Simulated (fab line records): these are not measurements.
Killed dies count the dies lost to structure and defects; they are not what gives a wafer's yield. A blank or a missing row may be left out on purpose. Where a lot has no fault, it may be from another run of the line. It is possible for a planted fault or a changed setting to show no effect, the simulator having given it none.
Matching of chambers | flow n5Finfet | N5_BEOL_M2_CO_CAP_55 on cvdCo-01 has 3 sister chambers
The step material Co, precursor CCTBA/H2, target thk 2 nm, time 102.1 s. 22 wafers are shown with their chamber, then 11 later ones without.

== EACH WAFER AND ITS CHAMBER ==
wafer  | chamber | heaterPowerW (W) | heaterPowerOuterW (W)
L075.3 | 2       | 201              | 98
L075.4 | 0       | 295              | 147
L075.6 | 1       | 206              | 116
L080.1 | 2       | 204              | 100
L080.4 | 0       | 294              | 150
L080.6 | 2       | 201              | 103
L082.1 | 0       | 293              | 148
L082.4 | 0       | 294              | 151
L082.5 | 2       | 197              | 102
L085.2 | 0       | 296              | 150
L085.4 | 1       | 199              | 115
L085.6 | 0       | 289              | 147
L086.1 | 0       | 296              | 147
L086.2 | 1       | 205              | 113
L086.4 | 2       | 202              | 103
L084.1 | 1       | 208              | 113
L084.5 | 2       | 197              | 101
L084.6 | 0       | 294              | 153
L087.1 | 0       | 289              | 145
L087.2 | 2       | 201              | 100
L087.6 | 2       | 198              | 100
L089.3 | 2       | 203              | 103

SIGNATURES (means of the wafers above)
reading           | chamber 0 | chamber 1 | chamber 2 | scatter within a chamber
heaterPowerW      | 293.33    | 204.50    | 200.44    | 2.84
heaterPowerOuterW | 148.67    | 114.25    | 101.11    | 2.07
Rule: for each reading, subtract the chamber's mean from the wafer's reading, divide by that reading's scatter and square the result; add these up over the readings and take the root, which gives the wafer's distance from the chamber. The wafer belongs to the nearest chamber; if the next one is less than 2 further off, it can't be placed. The scatter: take each reading less its chamber's mean, square it, sum over the shown wafers, divide by the number of wafers less the number of chambers, and take the root.

== WAFERS MISSING THEIR CHAMBER ==
wafer  | heaterPowerW (W) | heaterPowerOuterW (W)
L089.4 | 205              | 104
L089.5 | 201              | 111
L092.2 | 201              | 114
L092.5 | 288              | 148
L092.6 | 210              | 116
L095.2 | 197              | 103
L095.4 | 198              | 102
L095.5 | 207              | 113
L097.4 | 200              | 100
L097.5 | 304              | 151
L097.6 | 208              | 115

== CHAMBER TAKEN BY EACH ==
wafer  | from the rows above | in truth
L089.4 | 2                   | 2
L089.5 | 1                   | 1
L092.2 | 1                   | 1
L092.5 | 0                   | 0
L092.6 | 1                   | 1
L095.2 | 2                   | 2
L095.4 | 2                   | 2
L095.5 | 1                   | 1
L097.4 | 2                   | 2
L097.5 | 0                   | 0
L097.6 | 1                   | 1
Correctly placed: 11 of 11. Number that these rows cannot place: 0. 0 placed wrongly.
